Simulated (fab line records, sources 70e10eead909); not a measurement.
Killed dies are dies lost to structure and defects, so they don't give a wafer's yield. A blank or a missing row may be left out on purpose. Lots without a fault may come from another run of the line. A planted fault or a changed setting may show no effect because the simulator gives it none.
Which tool did it? | flow nand_harc | 12 lots, 36 wafers sampled, at 6 steps of a route of 1159

WHAT THE GAUGES READ, wafer by wafer
NHARC_P_STI_OCD_MEAS_43. Usual: trench_depth_nm 300 nm, standard deviation 7.2; trench_foot_cd_nm 157 nm, standard deviation 3.1.
lot  | measured    | on     | trench_depth_nm (nm) | trench_foot_cd_nm (nm) | flag
L503 | day 3 03:49 | ocd-01 | 301 298 291          | 157 158 156            |
L504 | day 3 04:17 | ocd-02 | 308 309 309          | 160 158 159            |
L505 | day 3 14:42 | ocd-02 | 289 301 298          | 158 156 151            |
L506 | day 3 14:52 | ocd-01 | 303 303 303          | 161 158 152            |
L507 | day 4 00:09 | ocd-02 | 305 290 302          | 158 165 160            |
L509 | day 4 13:39 | ocd-01 | 304 298 305          | 157 156 154            |
L511 | day 4 21:28 | ocd-01 | 310 300 307          | 152 158 155            |
L513 | day 5 10:16 | ocd-01 | 293 304 298          | 157 158 159            |
L514 | day 5 19:40 | ocd-02 | 286 294 298          | 158 162 159            |
L519 | day 7 01:12 | ocd-02 | 310 301 300          | 158 161 152            |
L521 | day 7 12:15 | ocd-02 | 301 301 305          | 160 156 153            |
L524 | day 8 10:23 | ocd-01 | 302 295 295          | 153 154 156            |

NHARC_P_GATE_CD_MEAS_11: target cd 1640 nm. Usual: cd_nm 1639.7 nm, standard deviation 2.3.
lot  | measured    | on        | cd_nm (nm)           | flag
L503 | day 4 21:26 | cd_sem-02 | 1635.4 1635.9 1637.1 |
L504 | day 4 21:37 | cd_sem-03 | 1637.3 1638.2 1638.7 |
L505 | day 5 03:13 | cd_sem-01 | 1639.9 1640.0 1638.9 |
L506 | day 5 03:03 | cd_sem-03 | 1638.0 1637.1 1638.8 |
L507 | day 5 15:41 | cd_sem-01 | 1643.8 1643.2 1642.5 |
L509 | day 6 03:40 | cd_sem-02 | 1640.4 1637.2 1640.0 |
L511 | day 6 13:08 | cd_sem-02 | - - -                | OFF
L513 | day 7 08:05 | cd_sem-01 | 1642.3 1638.2 1635.8 |
L514 | day 7 08:10 | cd_sem-02 | 1639.5 1640.1 1640.7 |
L519 | day 8 09:43 | cd_sem-01 | 1642.1 1638.0 1640.5 |
L521 | day 8 21:01 | cd_sem-03 | 1639.1 1637.9 1637.7 |
L524 | day 9 21:33 | cd_sem-03 | 1641.3 1641.9 1639.9 |

NHARC_END_SORT_01. Usual: killed_at_array 29, standard deviation 10; killed_at_other 0.7, standard deviation 1.1; killed_at_periphery 3.3, standard deviation 2.4; killed_dies 33, standard deviation 11; killed_open 3.3, standard deviation 2; killed_short 1.9, standard deviation 1.3.
lot  | measured     | on        | killed_at_array | killed_at_other | killed_at_periphery | killed_dies | killed_open | killed_short | flag
L503 | day 19 21:18 | prober-02 | 27 27 28        | 1 0 0           | 2 2 5               | 30 29 33    | 3 5 2       | 3 1 4        |
L504 | day 19 13:31 | prober-01 | 21 26 18        | 0 0 0           | 4 2 2               | 25 28 20    | 2 4 2       | 4 5 1        |
L505 | day 20 17:35 | prober-02 | 8 15 11         | 1 1 2           | 3 0 3               | 12 16 16    | 5 3 5       | 0 1 1        |
L506 | day 19 22:07 | prober-01 | 29 22 31        | 0 0 0           | 3 3 3               | 32 25 34    | 6 3 3       | 3 3 3        |
L507 | day 21 18:52 | prober-01 | 25 25 31        | 1 1 0           | 5 0 2               | 31 26 33    | 4 1 1       | 3 1 0        |
L509 | day 22 01:58 | prober-02 | 33 29 26        | 1 0 1           | 4 2 3               | 38 31 30    | 4 5 2       | 2 2 1        |
L511 | day 22 01:53 | prober-01 | 30 30 27        | 0 0 0           | 647 647 650         | 677 677 677 | 2 4 1       | 3 2 1        | OFF
L513 | day 23 12:43 | prober-01 | 32 35 29        | 3 5 1           | 8 6 5               | 43 46 35    | 4 3 3       | 2 2 2        |
L514 | day 23 12:39 | prober-02 | 35 29 26        | 2 1 0           | 5 12 4              | 42 42 30    | 4 1 3       | 4 1 0        |
L519 | day 24 14:37 | prober-01 | 33 32 29        | 0 0 1           | 6 5 0               | 39 37 30    | 1 2 2       | 1 1 1        |
L521 | day 24 21:18 | prober-02 | 29 29 39        | 0 1 0           | 1 4 1               | 30 34 40    | 1 3 3       | 0 3 4        |
L524 | day 25 16:45 | prober-01 | 35 30 38        | 0 0 0           | 1 6 1               | 36 36 39    | 3 4 2       | 1 3 2        |

WHICH TOOL RAN EACH LOT (tool, then ch and the chambers of the sampled wafers, then the start)
lot  | NHARC_P_STI_DESCUM_14             | NHARC_P_GATE_EXPOSE_08           | NHARC_P_GATE_DESCUM_13
L503 | rie_diel-12 ch 0,1, day 3 02:46   | krf_scanner-01 ch 0, day 4 21:17 | rie_diel-13 ch 0,2, day 4 21:37
L504 | rie_diel-08 ch 0,2,3, day 3 02:47 | krf_scanner-02 ch 0, day 4 21:27 | rie_diel-06 ch 0,2, day 4 21:47
L505 | rie_diel-08 ch 1,3, day 3 13:40   | krf_scanner-02 ch 0, day 5 03:04 | rie_diel-06 ch 0,2, day 5 03:23
L506 | rie_diel-03 ch 1,3, day 3 13:50   | krf_scanner-03 ch 0, day 5 02:54 | rie_diel-06 ch 1,3, day 5 03:17
L507 | rie_diel-08 ch 0,1,3, day 3 23:06 | krf_scanner-03 ch 0, day 5 15:31 | rie_diel-01 ch 0,1,2, day 5 15:51
L509 | rie_diel-08 ch 2,3, day 4 12:37   | krf_scanner-01 ch 0, day 6 03:31 | rie_diel-01 ch 0,3, day 6 03:50
L511 | rie_diel-08 ch 0,1,2, day 4 20:26 | krf_scanner-01 ch 0, day 6 12:58 | rie_diel-13 ch 0,3, day 6 13:19
L513 | rie_diel-12 ch 1,2,3, day 5 09:14 | krf_scanner-01 ch 0, day 7 07:56 | rie_diel-06 ch 0,2,3, day 7 08:17
L514 | rie_diel-08 ch 0,1,3, day 5 18:38 | krf_scanner-01 ch 0, day 7 08:01 | rie_diel-01 ch 0,2,3, day 7 08:22
L519 | rie_diel-03 ch 1,2,3, day 7 00:10 | krf_scanner-02 ch 0, day 8 09:33 | rie_diel-13 ch 1,2, day 8 09:53
L521 | rie_diel-08 ch 0,2, day 7 11:13   | krf_scanner-01 ch 0, day 8 20:51 | rie_diel-01 ch 1,2, day 8 21:10
L524 | rie_diel-08 ch 0,2,3, day 8 09:20 | krf_scanner-03 ch 0, day 9 21:23 | rie_diel-13 ch 0,2,3, day 9 21:47
- NHARC_P_STI_DESCUM_14: chemistry O2, time 3 s.
- NHARC_P_GATE_EXPOSE_08: exposes mask P HV.
- NHARC_P_GATE_DESCUM_13: chemistry O2, time 3 s.

WHAT THE TOOLS THEMSELVES READ (means of the sampled wafers that have a number; where no wafer has one, the mark that the record gives instead)
NHARC_P_STI_DESCUM_14. Usual: drypump_motor_current_A 5.6 A, standard deviation 0.54; oes_product_au 0.996 a.u., standard deviation 0.013; rf_vpp_V 57.8 V, standard deviation 0.84; showerhead_plenum_p_Torr 1.91 Torr, standard deviation 0.08; throttle_valve_pct 11.312 %, standard deviation 0.0088.
lot  | tool        | drypump_motor_current_A (A) | oes_product_au (a.u.) | rf_vpp_V (V) | showerhead_plenum_p_Torr (Torr) | throttle_valve_pct (%) | flag
L503 | rie_diel-12 | 5.1                         | 1.000                 | 58.7         | 1.99                            | 11.314                 |
L504 | rie_diel-08 | 5.7                         | 0.991                 | 58.3         | 1.90                            | 11.305                 |
L505 | rie_diel-08 | 5.7                         | 1.003                 | 57.9         | 1.89                            | 11.299                 |
L506 | rie_diel-03 | 6.4                         | 1.004                 | 57.2         | 1.86                            | 11.311                 |
L507 | rie_diel-08 | 5.8                         | 0.988                 | 57.9         | 1.89                            | 11.311                 |
L509 | rie_diel-08 | 5.7                         | 0.996                 | 57.2         | 1.87                            | 11.309                 |
L511 | rie_diel-08 | 5.8                         | 0.992                 | 57.2         | 1.86                            | 11.313                 |
L513 | rie_diel-12 | 5.4                         | 0.995                 | 58.1         | 1.99                            | 11.306                 |
L514 | rie_diel-08 | 5.8                         | 0.988                 | 57.7         | 1.89                            | 11.317                 |
L519 | rie_diel-03 | 6.1                         | 1.006                 | 56.9         | 1.89                            | 11.318                 |
L521 | rie_diel-08 | 5.8                         | 0.977                 | 57.8         | 1.90                            | 11.316                 |
L524 | rie_diel-08 | 5.7                         | 0.979                 | 57.5         | 1.90                            | 11.297                 |

NHARC_P_GATE_DESCUM_13. Usual: drypump_motor_current_A 5.7 A, standard deviation 0.42; oes_product_au 1.001 a.u., standard deviation 0.015; rf_vpp_V 57.9 V, standard deviation 0.95; showerhead_plenum_p_Torr 1.93 Torr, standard deviation 0.067; throttle_valve_pct 11.312 %, standard deviation 0.0093.
lot  | tool        | drypump_motor_current_A (A) | oes_product_au (a.u.) | rf_vpp_V (V) | showerhead_plenum_p_Torr (Torr) | throttle_valve_pct (%) | flag
L503 | rie_diel-13 | 5.8                         | 1.000                 | 57.8         | 1.87                            | 11.305                 |
L504 | rie_diel-06 | 5.8                         | 0.978                 | 58.9         | 1.92                            | 11.315                 |
L505 | rie_diel-06 | 5.8                         | 0.977                 | 57.8         | 1.92                            | 11.307                 |
L506 | rie_diel-06 | 5.5                         | 0.990                 | 58.2         | 1.91                            | 11.318                 |
L507 | rie_diel-01 | 5.3                         | 1.018                 | 58.7         | 1.96                            | 11.319                 |
L509 | rie_diel-01 | 6.1                         | 1.017                 | 58.1         | 2.01                            | 11.308                 |
L511 | rie_diel-13 | 5.8                         | 1.002                 | 57.3         | 1.89                            | 11.311                 |
L513 | rie_diel-06 | 6.0                         | 0.984                 | 58.4         | 1.91                            | 11.318                 |
L514 | rie_diel-01 | 5.9                         | 1.000                 | 58.7         | 2.00                            | 11.318                 |
L519 | rie_diel-13 | 5.8                         | 1.005                 | 57.0         | 1.94                            | 11.319                 |
L521 | rie_diel-01 | 5.1                         | 1.018                 | 58.9         | 1.95                            | 11.313                 |
L524 | rie_diel-13 | 5.8                         | 0.991                 | 56.9         | 1.87                            | 11.306                 |

THE ANSWER, worked out from the rows above alone
Rule: a lot is off if the mean of its wafers that have a number lies more than 3 standard deviations from the usual mean. A lot without any number at a reading at which 4 lots or more have one is off too. The other lots that the step has rows for count as sound. The gauges are gone through in route order, then the tools' own readings, and for those a lot's mean is taken as printed above. The first step at which some lot is off is used, and at that step the reading that is off furthest; a lot without a number counts as furthest.
Off: L511, at NHARC_P_GATE_CD_MEAS_11 (cd_nm). Without a number there: L511.
A tool fits if, at a process step before that reading, it ran every lot that is off, and no sound lot after the first of them. The gauges at NHARC_P_GATE_CD_MEAS_11 aren't tried: what is off there is off at NHARC_END_SORT_01 too, on other tools, and a gauge's error can't cause that. None of those tried fits.

WHAT THE SIMULATOR HAD PUT IN
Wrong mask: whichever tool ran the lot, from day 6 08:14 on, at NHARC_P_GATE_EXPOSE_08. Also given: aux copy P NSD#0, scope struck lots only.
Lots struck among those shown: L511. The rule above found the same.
